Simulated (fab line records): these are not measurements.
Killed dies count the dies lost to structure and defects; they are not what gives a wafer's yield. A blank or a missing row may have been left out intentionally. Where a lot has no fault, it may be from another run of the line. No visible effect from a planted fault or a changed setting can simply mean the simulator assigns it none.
fab line records + flow nand_harc
record:
- lots: 5
- wafers: 15
- last_day: 24
route steps=1159 shown P_M0@264 END@1159
lots that met no fault: from a run of the same line without faults
start_h: start of the lot's first displayed wafer, in hours after the record's first day + wait_h: hours since the lot's step before + " as in the row above + L1.1+2: a row that stands for several wafers + - value missing, or start not given + * or withheld: withheld + < > ~ a bound
route shown NAME@n: NAME is a module with steps in the file, n the number in the route of the first one + usual: mean/standard deviation taken from wafers without a fault + same: alike in all rows + chamber/n: place in a boat + sites: readings site by site + _std_site: their standard deviation + _edge_site: mean of outer sites minus mean of inner sites + radius_mm: how far each site lies from the wafer's centre + mask NAME#n: copy n + behind: tool/chamber where the wafer was last shaped + hold: reason for holding the lot/hours on hold/outcome of the hold + device: the n, p or np transistor that did not switch + end of line: tests of these same wafers at the route's end + where a step has no rows: the recipe by itself + killed: the dies lost at the first sort to structure and to defects; this is not the yield of the wafer + map: a wafer's dies, marking killed ones x, the rest . and places with no die _
set.NAME: the run value of the setting; set.NAME@STEP: its run value at that earlier step + model.NAME: the simulator's own value behind a step, which no gauge read
lots seen at some steps along the route; tables by step, rows by wafer
services: a tool's chamber out of use, with start hour (start_h, from the record's first day; less than 0 if before it), hours out, and reason
== steps ==
step: NHARC_P_M0_OVL_MEAS_10
recipe:
- pitch_nm: 180
usual:
- overlay_x_nm: 0.1/0.76
- overlay_y_nm: -0.1/0.62
| lot.wafer | tool       | chamber | start_h | wait_h | overlay_x_nm | overlay_y_nm |
|-----------|------------|---------|---------|--------|--------------|--------------|
| L435.1    | overlay-01 | -       | 124.98  | -      | 0.0          | 0.0          |
| L435.4    | "          | -       | "       | "      | -0.2         | 0.5          |
| L435.5    | "          | -       | "       | "      | 0.7          | -0.1         |
| L441.2    | overlay-02 | -       | 157.61  | -      | 0.7          | -0.2         |
| L441.4    | "          | -       | "       | "      | 0.8          | -0.4         |
| L441.5    | "          | -       | "       | "      | 0.4          | -0.3         |
| L443.1    | overlay-02 | -       | 161.20  | -      | 0.7          | -0.4         |
| L443.2    | "          | -       | "       | "      | 0.5          | -0.5         |
| L443.5    | "          | -       | "       | "      | 0.8          | 0.1          |
| L455.1    | overlay-02 | -       | 240.93  | -      | -0.3         | 0.2          |
| L455.3    | "          | -       | "       | "      | 0.3          | 0.7          |
| L455.6    | "          | -       | "       | "      | 0.2          | 0.4          |
| L456.2    | overlay-01 | -       | 246.55  | -      | -0.1         | 0.7          |
| L456.3    | "          | -       | "       | "      | -0.4         | 0.6          |
| L456.6    | "          | -       | "       | "      | -0.3         | 0.9          |
step: NHARC_P_M0_INSPECT_11
usual:
- raw_defect_count: 3.9/2.5
| lot.wafer | tool              | chamber | start_h | wait_h | raw_defect_count |
|-----------|-------------------|---------|---------|--------|------------------|
| L435.1    | defect_inspect-02 | -       | 125.01  | 0.0    | 4                |
| L435.4    | "                 | -       | "       | "      | 3                |
| L435.5    | "                 | -       | "       | "      | 2                |
| L441.2    | defect_inspect-01 | -       | 157.65  | 0.0    | 2                |
| L441.4    | "                 | -       | "       | "      | 5                |
| L441.5    | "                 | -       | "       | "      | 2                |
| L443.1    | defect_inspect-01 | -       | 161.24  | 0.0    | 8                |
| L443.2    | "                 | -       | "       | "      | 6                |
| L443.5    | "                 | -       | "       | "      | 8                |
| L455.1    | defect_inspect-01 | -       | 240.96  | 0.0    | 3                |
| L455.3    | "                 | -       | "       | "      | 2                |
| L455.6    | "                 | -       | "       | "      | 2                |
| L456.2    | defect_inspect-01 | -       | 246.58  | 0.0    | 1                |
| L456.3    | "                 | -       | "       | "      | 1                |
| L456.6    | "                 | -       | "       | "      | 3                |
step: NHARC_P_M0_DESCUM_14
recipe:
- time_s: 3
- o2_flow_sccm: 200
- ar_flow_sccm: 0
- bias_power_w: 0
- chemistry: O2
step: NHARC_P_M0_ETCH_34
recipe:
- target_depth_a: 400
- overetch_a: 120
- time_s: 43.94
- ion_energy_ev: 200
- n2_flow_sccm: 150
- h2_flow_sccm: 150
- ar_flow_sccm: 0
- rf_w: 400
- bias_w: 150
- chemistry: N2/H2
step: NHARC_P_M0_ETCH_15
recipe:
- target_depth_a: 1500
- overetch_a: 150
- time_s: 82.5
- c4f8_flow_sccm: withheld
- ar_flow_sccm: 400
- rf_w: 600
- bias_w: 300
- chemistry: C4F8/Ar
step: NHARC_P_M0_CD_MEAS_16
usual:
- cd_nm: 89.8/0.63
| lot.wafer | tool      | chamber | start_h | wait_h | cd_nm |
|-----------|-----------|---------|---------|--------|-------|
| L435.1    | cd_sem-02 | -       | 125.37  | -      | 88.7  |
| L435.4    | "         | -       | "       | "      | 88.7  |
| L435.5    | "         | -       | "       | "      | 89.1  |
| L441.2    | cd_sem-01 | -       | 158.02  | -      | 90.3  |
| L441.4    | "         | -       | "       | "      | 90.9  |
| L441.5    | "         | -       | "       | "      | 90.5  |
| L443.1    | cd_sem-03 | -       | 161.61  | -      | 91.0  |
| L443.2    | "         | -       | "       | "      | 91.0  |
| L443.5    | "         | -       | "       | "      | 90.6  |
| L455.1    | cd_sem-03 | -       | 241.34  | -      | 89.9  |
| L455.3    | "         | -       | "       | "      | 89.8  |
| L455.6    | "         | -       | "       | "      | 89.3  |
| L456.2    | cd_sem-03 | -       | 246.95  | -      | 90.5  |
| L456.3    | "         | -       | "       | "      | 90.2  |
| L456.6    | "         | -       | "       | "      | 90.1  |
step: NHARC_P_M0_STRIP_18
recipe:
- power_w: 1000
- n2_flow_sccm: 150
- h2_flow_sccm: 150
- ar_flow_sccm: 0
- bias_w: 0
- chemistry: N2/H2
usual:
- chamber_pressure_mTorr: 30.001/0.03
- drypump_motor_current_A: 5.7/0.52
- oes_product_au: 1.003/0.008
- rf_vpp_V: 90.5/1.1
- showerhead_plenum_p_Torr: 2.03/0.091
- throttle_valve_pct: 14.171/0.0083
| lot.wafer | tool        | chamber | start_h | wait_h | chamber_pressure_mTorr | drypump_motor_current_A | oes_product_au | rf_hours_counter_h | rf_vpp_V | showerhead_plenum_p_Torr | throttle_valve_pct |
|-----------|-------------|---------|---------|--------|------------------------|-------------------------|----------------|--------------------|----------|--------------------------|--------------------|
| L435.1    | rie_diel-09 | 0       | 125.47  | 0.1    | 30.029                 | 5.4                     | 1.006          | 4                  | 90.4     | 2.16                     | 14.166             |
| L435.4    | "           | 2       | "       | "      | 30.012                 | 5.0                     | 1.008          | 3                  | 90.5     | 1.95                     | 14.180             |
| L435.5    | "           | 3       | "       | "      | 29.948                 | 6.6                     | 1.012          | -                  | 90.4     | 2.16                     | 14.161             |
| L441.2    | rie_diel-09 | 0       | 158.09  | 0.1    | 29.961                 | 5.4                     | 1.005          | 6                  | 90.5     | 2.15                     | 14.170             |
| L441.4    | "           | 2       | "       | "      | 30.008                 | 5.0                     | 1.014          | 5                  | 90.9     | 1.95                     | 14.159             |
| L441.5    | "           | 1       | "       | "      | 29.945                 | 5.6                     | 1.005          | -                  | 89.6     | 1.94                     | 14.162             |
| L443.1    | rie_diel-02 | 2       | 161.73  | 0.1    | 30.124                 | 5.4                     | 1.003          | 0                  | 91.3     | 2.12                     | 14.173             |
| L443.2    | "           | 0       | "       | "      | 30.016                 | 5.6                     | 1.013          | 0                  | 91.7     | 2.04                     | 14.189             |
| L443.5    | "           | 2       | "       | "      | 30.007                 | 5.4                     | 0.991          | -                  | 91.2     | 2.12                     | 14.168             |
| L455.3    | rie_diel-09 | 2       | 241.47  | 0.1    | 29.990                 | 5.0                     | 1.012          | 10                 | 88.4     | 1.95                     | 14.162             |
| L455.1    | "           | 3       | "       | "      | 30.049                 | 6.7                     | 1.014          | 10                 | 91.2     | 2.16                     | 14.165             |
| L455.6    | "           | 0       | "       | "      | 30.009                 | 5.4                     | 1.006          | -                  | 90.3     | 2.15                     | 14.181             |
| L456.2    | rie_diel-02 | 2       | 247.04  | 0.1    | 30.009                 | 5.4                     | 0.999          | 6                  | 91.6     | 2.12                     | 14.156             |
| L456.3    | "           | 0       | "       | "      | 30.004                 | 5.6                     | 1.012          | 7                  | 90.1     | 2.04                     | 14.171             |
| L456.6    | "           | 3       | "       | "      | 29.978                 | 5.2                     | 0.999          | -                  | 90.7     | 1.93                     | 14.152             |
step: NHARC_P_M0_STRIP_19
recipe:
- time_s: 600
- temp_c: 30
- chemistry: post_etch_residue_remover
step: NHARC_P_M0_DEGAS_28
recipe:
- temp_c: 250
- time_s: 60
step: NHARC_P_M0_PRE_CLEAN_29
recipe:
- time_s: 30
- temp_c: 280
- gas: H2/He
usual:
- heater_power_w: 432/34
| lot.wafer | tool           | chamber | start_h | wait_h | heater_power_w |
|-----------|----------------|---------|---------|--------|----------------|
| L435.1    | pvd_sputter-03 | -       | -       | -      | 395            |
| L435.4    | "              | -       | "       | "      | 448            |
| L435.5    | "              | -       | "       | "      | 450            |
| L441.2    | pvd_sputter-02 | -       | -       | -      | 466            |
| L441.4    | "              | -       | "       | "      | 431            |
| L441.5    | "              | -       | "       | "      | 478            |
| L443.1    | pvd_sputter-02 | -       | -       | -      | 436            |
| L443.2    | "              | -       | "       | "      | 435            |
| L443.5    | "              | -       | "       | "      | 454            |
| L455.1    | pvd_sputter-02 | -       | -       | -      | 431            |
| L455.3    | "              | -       | "       | "      | 434            |
| L455.6    | "              | -       | "       | "      | 473            |
| L456.3    | pvd_sputter-01 | -       | -       | -      | 380            |
| L456.2    | "              | -       | "       | "      | 395            |
| L456.6    | "              | -       | "       | "      | 367            |
step: NHARC_P_M0_PVD_20
recipe:
- target_thk_a: 50
- bias_v: 168.6
- power_w: 15000
- chamber_pressure_pa: 0.12
- time_s: 8.06
- substrate_temp_c: 50
- material: TaN
usual:
- throttle_valve_pct: 30.1/0.77
| lot.wafer | tool           | chamber | start_h | wait_h | throttle_valve_pct |
|-----------|----------------|---------|---------|--------|--------------------|
| L435.4    | pvd_sputter-03 | -       | -       | -      | 30.1               |
| L435.1    | "              | -       | "       | "      | 29.1               |
| L435.5    | "              | -       | "       | "      | 30.2               |
| L441.4    | pvd_sputter-02 | -       | -       | -      | 31.2               |
| L441.2    | "              | -       | "       | "      | 28.7               |
| L441.5    | "              | -       | "       | "      | 31.2               |
| L443.1    | pvd_sputter-02 | -       | -       | -      | 31.2               |
| L443.2    | "              | -       | "       | "      | 28.6               |
| L443.5    | "              | -       | "       | "      | 31.3               |
| L455.1    | pvd_sputter-02 | -       | -       | -      | 29.6               |
| L455.3    | "              | -       | "       | "      | 30.3               |
| L455.6    | "              | -       | "       | "      | 29.3               |
| L456.2    | pvd_sputter-01 | -       | -       | -      | 30.4               |
| L456.3    | "              | -       | "       | "      | 30.1               |
| L456.6    | "              | -       | "       | "      | 30.3               |
step: NHARC_P_M0_PVD_21
recipe:
- target_thk_a: 300
- chamber_pressure_pa: 5
- power_w: 5000
- substrate_temp_c: 30
- time_s: 20.49
- material: Cu
usual:
- throttle_valve_pct: 30.1/0.81
| lot.wafer | tool           | chamber | start_h | wait_h | throttle_valve_pct |
|-----------|----------------|---------|---------|--------|--------------------|
| L435.1    | pvd_sputter-03 | -       | -       | -      | 29.7               |
| L435.4    | "              | -       | "       | "      | 30.2               |
| L435.5    | "              | -       | "       | "      | 30.1               |
| L441.4    | pvd_sputter-02 | -       | -       | -      | 31.5               |
| L441.2    | "              | -       | "       | "      | 30.3               |
| L441.5    | "              | -       | "       | "      | 28.9               |
| L443.1    | pvd_sputter-02 | -       | -       | -      | 31.3               |
| L443.2    | "              | -       | "       | "      | 28.7               |
| L443.5    | "              | -       | "       | "      | 30.0               |
| L455.3    | pvd_sputter-02 | -       | -       | -      | 29.3               |
| L455.1    | "              | -       | "       | "      | 30.8               |
| L455.6    | "              | -       | "       | "      | 32.3               |
| L456.3    | pvd_sputter-01 | -       | -       | -      | 29.5               |
| L456.2    | "              | -       | "       | "      | 30.3               |
| L456.6    | "              | -       | "       | "      | 30.4               |
step: NHARC_P_M0_ECD_22
recipe:
- target_thk_a: 4000
- bath_temp_c: 25
- material: Cu
usual:
- bath_temp_c: 24.97/0.11
| lot.wafer | tool      | chamber | start_h | wait_h | bath_temp_c |
|-----------|-----------|---------|---------|--------|-------------|
| L435.1    | ecd_cu-02 | 0       | 126.36  | -      | 24.84       |
| L435.4    | "         | 1       | "       | "      | 25.15       |
| L435.5    | "         | 0       | "       | "      | 24.95       |
| L441.2    | ecd_cu-01 | 0       | 159.08  | -      | 25.10       |
| L441.4    | "         | 1       | "       | "      | 25.04       |
| L441.5    | "         | 1       | "       | "      | 24.90       |
| L443.2    | ecd_cu-01 | 1       | 162.66  | -      | 24.86       |
| L443.1    | "         | 0       | "       | "      | 25.08       |
| L443.5    | "         | 0       | "       | "      | 25.08       |
| L455.1    | ecd_cu-01 | 0       | 242.34  | -      | 24.80       |
| L455.3    | "         | 0       | "       | "      | 24.81       |
| L455.6    | "         | 1       | "       | "      | 25.07       |
| L456.2    | ecd_cu-02 | 1       | 248.00  | -      | 24.86       |
| L456.3    | "         | 1       | "       | "      | 25.10       |
| L456.6    | "         | 1       | "       | "      | 25.06       |
step: NHARC_P_M0_ANNEAL_30
recipe:
- temp_c: 225
- time_s: 90
usual:
- wafer_temp_C_max: 226.30/0.28
| lot.wafer | tool          | chamber | start_h | wait_h | wafer_temp_C_max |
|-----------|---------------|---------|---------|--------|------------------|
| L435.1    | rtp_anneal-01 | 0       | 126.73  | -      | 225.80           |
| L435.4    | "             | 0       | "       | "      | 225.93           |
| L435.5    | "             | 0       | "       | "      | 226.02           |
| L441.2    | rtp_anneal-02 | 0       | 159.51  | 0.4    | 226.32           |
| L441.4    | "             | 0       | "       | "      | 225.69           |
| L441.5    | "             | 0       | "       | "      | 226.51           |
| L443.1    | rtp_anneal-02 | 0       | 163.14  | 0.4    | 226.51           |
| L443.2    | "             | 0       | "       | "      | 226.17           |
| L443.5    | "             | 0       | "       | "      | 226.27           |
| L455.1    | rtp_anneal-01 | 0       | 242.72  | 0.3    | 226.27           |
| L455.3    | "             | 0       | "       | "      | 226.35           |
| L455.6    | "             | 0       | "       | "      | 226.50           |
| L456.2    | rtp_anneal-02 | 0       | 248.38  | 0.3    | 226.15           |
| L456.3    | "             | 0       | "       | "      | 226.32           |
| L456.6    | "             | 0       | "       | "      | 225.95           |
step: NHARC_P_M0_CMP_23
recipe:
- t_overpolish_s: 20
- target_thk_nm: 117.53
usual:
- motor_current_A: 11.7/0.85
- time_to_endpoint_s: 28.4/2.1
| lot.wafer | tool   | chamber | start_h | wait_h | motor_current_A | time_to_endpoint_s |
|-----------|--------|---------|---------|--------|-----------------|--------------------|
| L435.4    | cmp-01 | 1       | 127.11  | -      | 12.8            | 28.7               |
| L435.1    | "      | 3       | "       | "      | 13.4            | 26.6               |
| L435.5    | "      | 1       | "       | "      | 12.6            | 29.3               |
| L441.2    | cmp-01 | 1       | 159.80  | -      | 13.1            | 28.0               |
| L441.4    | "      | 0       | "       | "      | 11.0            | 26.5               |
| L441.5    | "      | 1       | "       | "      | 12.7            | 25.6               |
| L443.1    | cmp-01 | 2       | 163.49  | -      | 11.2            | 24.7               |
| L443.2    | "      | 0       | "       | "      | 11.0            | 24.5               |
| L443.5    | "      | 3       | "       | "      | 12.6            | 24.8               |
| L455.3    | cmp-04 | 1       | 243.07  | -      | 10.2            | 12.5               |
| L455.1    | "      | 0       | "       | "      | 12.8            | 11.1               |
| L455.6    | "      | 2       | "       | "      | 11.3            | 28.8               |
| L456.3    | cmp-03 | 1       | 248.73  | -      | 13.2            | 29.3               |
| L456.2    | "      | 2       | "       | "      | 12.0            | 30.7               |
| L456.6    | "      | 0       | "       | "      | 10.9            | 29.4               |
step: NHARC_P_M0_THK_MEAS_24
recipe:
- thk_meas_gauge: xrf
usual:
- thk_nm: 117.4/1.3
| lot.wafer | tool          | chamber | start_h | wait_h | thk_nm |
|-----------|---------------|---------|---------|--------|--------|
| L435.1    | film_metro-01 | -       | 127.39  | -      | 118.2  |
| L435.4    | "             | -       | "       | "      | 116.3  |
| L435.5    | "             | -       | "       | "      | 118.6  |
| L441.2    | film_metro-01 | -       | 160.12  | -      | 116.2  |
| L441.4    | "             | -       | "       | "      | 116.8  |
| L441.5    | "             | -       | "       | "      | 116.6  |
| L443.1    | film_metro-01 | -       | 163.80  | -      | 114.3  |
| L443.2    | "             | -       | "       | "      | 117.0  |
| L443.5    | "             | -       | "       | "      | 115.0  |
| L455.1    | film_metro-02 | -       | 243.38  | -      | 117.0  |
| L455.3    | "             | -       | "       | "      | 119.3  |
| L455.6    | "             | -       | "       | "      | 118.7  |
| L456.2    | film_metro-01 | -       | 249.00  | -      | 118.3  |
| L456.3    | "             | -       | "       | "      | 118.1  |
| L456.6    | "             | -       | "       | "      | 118.5  |
step: NHARC_END_SORT_01
recipe:
- temp_c: 25
usual:
- defect_limited_yield: 95.2/1.6
- killed_at_array: 28/11
- killed_at_other: 0.8/1.3
- killed_at_periphery: 3.6/2.5
- killed_dies: 32/11
- killed_open: 3.0/1.8
- killed_short: 2.0/1.5
- sort_bin_2_pct: 1.5/0.66
- sort_bin_3_pct: 0.25/0.23
- sort_bin_4_pct: 3.0/1.1
- sort_n_pass: 645/11
- sort_rim_yield_pct: 96.0/2.9
- sort_yield_pct: 95.2/1.6
same:
- gross_dies: 677
- sort_bin_5_pct[%]: 0
- sort_bin_6_pct[%]: 0
- sort_bin_7_pct[%]: 0
- sort_bin_8_pct[%]: 0
- sort_rim_n_gross: 106.00
| lot.wafer | tool      | chamber | start_h | wait_h | defect_limited_yield[%] | killed_at_array | killed_at_other | killed_at_periphery | killed_dies | killed_open | killed_short | sort_bin_2_pct[%] | sort_bin_3_pct[%] | sort_bin_4_pct[%] | sort_n_pass | sort_rim_yield_pct[%] | sort_yield_pct[%] |
|-----------|-----------|---------|---------|--------|-------------------------|-----------------|-----------------|---------------------|-------------|-------------|--------------|-------------------|-------------------|-------------------|-------------|-----------------------|-------------------|
| L435.1    | prober-02 | 0       | 461.67  | 2.5    | 96.2                    | 23              | 1               | 2                   | 26          | 4           | 3            | 0.6               | 0.30              | 3.0               | 651         | 99.1                  | 96.2              |
| L435.4    | prober-02 | 0       | 464.05  | 3.4    | 95.3                    | 32              | 0               | 0                   | 32          | 5           | 2            | 1.0               | 0.30              | 3.4               | 645         | 98.1                  | 95.3              |
| L435.5    | prober-02 | 0       | 464.85  | 3.7    | 94.8                    | 31              | 0               | 4                   | 35          | 4           | 2            | 1.9               | 0.15              | 3.1               | 642         | 99.1                  | 94.8              |
| L441.2    | prober-01 | 0       | 493.85  | 2.8    | 98.7                    | 8               | 0               | 1                   | 9           | 2           | 1            | 0.4               | 0                 | 0.9               | 668         | 99.1                  | 98.7              |
| L441.4    | prober-01 | 0       | 495.44  | 3.4    | 97.3                    | 15              | 1               | 2                   | 18          | 4           | 2            | 1.2               | 0.15              | 1.3               | 659         | 98.1                  | 97.3              |
| L441.5    | prober-01 | 0       | 496.24  | 3.7    | 96.2                    | 22              | 2               | 2                   | 26          | 7           | 2            | 1.2               | 0                 | 2.7               | 651         | 96.2                  | 96.2              |
| L443.1    | prober-02 | 0       | 500.69  | 2.5    | 94.7                    | 27              | 0               | 9                   | 36          | 1           | 2            | 1.6               | 0.30              | 3.4               | 641         | 96.2                  | 94.7              |
| L443.2    | prober-02 | 0       | 501.49  | 2.8    | 94.5                    | 29              | 0               | 8                   | 37          | 5           | 2            | 2.1               | 0.15              | 3.2               | 640         | 93.4                  | 94.5              |
| L443.5    | prober-02 | 0       | 503.89  | 3.7    | 93.5                    | 29              | 7               | 8                   | 44          | 4           | 1            | 1.9               | 0.44              | 4.1               | 633         | 87.7                  | 93.5              |
| L456.2    | prober-01 | 0       | 570.91  | 2.8    | 96.5                    | 21              | 0               | 3                   | 24          | 3           | 0            | 1.5               | 0.15              | 1.9               | 653         | 96.2                  | 96.5              |
| L456.3    | prober-01 | 0       | 571.71  | 3.1    | 97.2                    | 18              | 0               | 1                   | 19          | 1           | 0            | 0.9               | 0                 | 1.9               | 658         | 96.2                  | 97.2              |
| L456.6    | prober-01 | 0       | 574.11  | 4.0    | 96.2                    | 25              | 0               | 1                   | 26          | 1           | 1            | 1.0               | 0.30              | 2.5               | 651         | 98.1                  | 96.2              |
| L455.1    | prober-02 | 0       | 577.06  | 2.5    | 92.5                    | 48              | 1               | 2                   | 51          | 5           | 3            | 2.2               | 0                 | 5.3               | 626         | 97.2                  | 92.5              |
| L455.3    | prober-02 | 0       | 578.67  | 3.1    | 93.2                    | 42              | 2               | 2                   | 46          | 5           | 1            | 2.2               | 0                 | 4.6               | 631         | 97.2                  | 93.2              |
| L455.6    | prober-02 | 0       | 581.09  | 4.0    | 91.6                    | 56              | 1               | 0                   | 57          | 6           | 2            | 3.0               | 0                 | 5.5               | 620         | 93.4                  | 91.6              |
killed by level:class
L435.1 A_SLIT:chamber_film_flake=8 A_STAIRCASE:chamber_film_flake=5 A_WL_FILL:geometric_particle:short=2 A_CONTACT:geometric_particle:open=2 P_GATE:geometric_particle:open=1 A_CONTACT:geometric_particle:short=1 A_M1:geometric_particle:open=1 P_M1:chamber_film_flake=1
L435.4 A_SLIT:chamber_film_flake=10 A_CHANNEL_HOLE_D1:chamber_film_flake=5 A_STAIRCASE:chamber_film_flake=4 A_WL_FILL:chamber_film_flake=3 A_WL_FILL:geometric_particle:open=2 A_CONTACT:chamber_film_flake=2 A_ONON_D1:geometric_particle:open=1 A_STAIRCASE:geometric_particle:open=1
L435.5 A_SLIT:chamber_film_flake=15 A_STAIRCASE:chamber_film_flake=9 A_CONTACT:chamber_film_flake=3 P_CONTACT:geometric_particle:open=1 P_M0:geometric_particle:short=1 P_M2:geometric_particle:open=1 A_CHANNEL_HOLE_D1:geometric_particle:short=1 A_WL_FILL:geometric_particle:open=1
L441.2 A_CHANNEL_HOLE_D1:chamber_film_flake=5 A_CONTACT:geometric_particle:open=2 A_ONON_D1:geometric_particle:short=1 P_GATE:chamber_film_flake=1
L441.4 A_CHANNEL_HOLE_D1:chamber_film_flake=4 A_CONTACT:chamber_film_flake=3 P_GATE:chamber_film_flake=2 A_STAIRCASE:chamber_film_flake=2 A_SOURCE_PLATE:geometric_particle:open=1 A_ONON_D1:geometric_particle:short=1 A_ONON_D1:geometric_particle:open=1 A_CHANNEL_FILL_D1:geometric_particle:open=1
L441.5 A_CHANNEL_HOLE_D1:chamber_film_flake=7 A_CONTACT:chamber_film_flake=5 A_WL_FILL:geometric_particle:open=3 A_STAIRCASE:chamber_film_flake=3 STARTING-WAFER:geometric_particle:open=2 A_SOURCE_PLATE:geometric_particle:short=1 A_ONON_D1:geometric_particle:open=1 A_ONON_D1:geometric_particle:short=1
L443.1 A_CHANNEL_HOLE_D1:chamber_film_flake=9 A_CONTACT:chamber_film_flake=7 P_BONDPAD:chamber_film_flake=3 P_GATE:chamber_film_flake=2 A_SGD_CUT:chamber_film_flake=2 A_STAIRCASE:chamber_film_flake=2 A_WL_FILL:chamber_film_flake=2 A_M0:chamber_film_flake=2
L443.2 A_CHANNEL_HOLE_D1:chamber_film_flake=11 A_CONTACT:chamber_film_flake=5 P_GATE:chamber_film_flake=4 A_STAIRCASE:chamber_film_flake=2 A_ZERO_WELL:chamber_film_flake=2 A_M0:chamber_film_flake=2 P_M0:geometric_particle:open=1 P_M2:geometric_particle:open=1
L443.5 A_CHANNEL_HOLE_D1:chamber_film_flake=11 THIN_TSV:chamber_film_flake=7 A_CONTACT:chamber_film_flake=6 A_STAIRCASE:chamber_film_flake=4 A_WL_FILL:chamber_film_flake=3 P_GATE:chamber_film_flake=2 P_M0:chamber_film_flake=2 P_GATE:geometric_particle:open=1
L456.2 A_CHANNEL_HOLE_D1:chamber_film_flake=7 A_CONTACT:chamber_film_flake=6 A_STAIRCASE:chamber_film_flake=5 P_GATE:chamber_film_flake=2 P_CONTACT:geometric_particle:open=1 A_WL_FILL:geometric_particle:open=1 A_CONTACT:geometric_particle:open=1 A_ZERO_WELL:chamber_film_flake=1
L456.3 A_CHANNEL_HOLE_D1:chamber_film_flake=10 A_CONTACT:chamber_film_flake=5 A_STAIRCASE:chamber_film_flake=2 P_M0:geometric_particle:open=1 A_ZERO_WELL:chamber_film_flake=1
L456.6 A_CHANNEL_HOLE_D1:chamber_film_flake=12 A_STAIRCASE:chamber_film_flake=4 A_CONTACT:chamber_film_flake=4 A_ZERO_WELL:chamber_film_flake=3 A_CHANNEL_FILL_D1:geometric_particle:short=1 A_BLC:geometric_particle:open=1 P_GATE:chamber_film_flake=1
L455.1 A_SLIT:chamber_film_flake=18 A_CHANNEL_HOLE_D1:chamber_film_flake=13 A_CONTACT:chamber_film_flake=3 A_M0:chamber_film_flake=3 A_CONTACT:geometric_particle:short=2 A_WL_FILL:chamber_film_flake=2 P_GATE:geometric_particle:open=1 P_CONTACT:geometric_particle:open=1
L455.3 A_SLIT:chamber_film_flake=18 A_CHANNEL_HOLE_D1:chamber_film_flake=13 A_CONTACT:geometric_particle:open=2 A_BLC:geometric_particle:open=2 P_GATE:chamber_film_flake=2 A_STAIRCASE:chamber_film_flake=2 A_WL_FILL:chamber_film_flake=2 A_CHANNEL_FILL_D1:geometric_particle:short=1
L455.6 A_SLIT:chamber_film_flake=27 A_CHANNEL_HOLE_D1:chamber_film_flake=11 A_STAIRCASE:chamber_film_flake=5 A_CONTACT:geometric_particle:open=2 A_M0:geometric_particle:open=2 A_ZERO_WELL:chamber_film_flake=2 A_WL_FILL:chamber_film_flake=2 A_CHANNEL_HOLE_D1:geometric_particle:short=1
== services ==
| tool           | chamber | start_h | hours | kind   |
|----------------|---------|---------|-------|--------|
| pvd_sputter-03 | -       | 102.02  | 10.0  | pm     |
| cmp-04         | -       | 105.16  | 4.0   | pm     |
| rie_diel-09    | 0       | 110.72  | -     | clean  |
| rie_diel-09    | 1       | 110.72  | -     | clean  |
| rie_diel-09    | 2       | 118.57  | 4.9   | repair |
| rie_diel-02    | 3       | 125.14  | 5.6   | repair |
| pvd_sputter-03 | -       | 133.31  | 2.0   | repair |
| cmp-04         | -       | 136.18  | 0.3   | repair |
| rie_diel-02    | -       | 150.70  | 9.0   | pm     |
| pvd_sputter-01 | -       | 152.11  | 2.6   | repair |
| cmp-03         | -       | 156.13  | 4.0   | pm     |
| pvd_sputter-01 | -       | 158.00  | 10.0  | pm     |
| cmp-03         | -       | 168.88  | 1.5   | repair |
| rie_diel-02    | 2       | 174.29  | 8.0   | repair |
| rie_diel-09    | 3       | 178.54  | 15.0  | repair |
| ecd_cu-02      | -       | 180.26  | 8.0   | pm     |
| cmp-01         | -       | 185.20  | 4.0   | pm     |
| cmp-03         | -       | 187.96  | 3.7   | repair |
| cmp-01         | -       | 195.86  | 56.5  | repair |
| cmp-04         | -       | 203.16  | 4.0   | pm     |
| pvd_sputter-02 | -       | 206.14  | 3.0   | repair |
| pvd_sputter-02 | -       | 214.00  | 10.0  | pm     |
| rie_diel-09    | 0       | 223.01  | 9.5   | repair |
| cmp-03         | -       | 228.95  | 5.5   | repair |
== key ==
first_sign:
- step: NHARC_P_M0_CMP_23
- reading: time_to_endpoint_s
- direction: down
- sigmas: 7.7
- usual: *
- struck: *
effect none on later readings
met_at NHARC_P_M0_ECD_22
struck_wafers L455.1,L455.3
onset_between 162.66 242.34
fault:
- kind: process_parameter_drift
- tool: ecd_cu-01
- chamber: -
- onset_h: 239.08
- steps: NHARC_P_M0_ECD_22
- channel: target_thk_a
- offset: *
- shape: step
- end_h: 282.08
- scope: struck_wafers_only
- acts_in: *
- stated: *
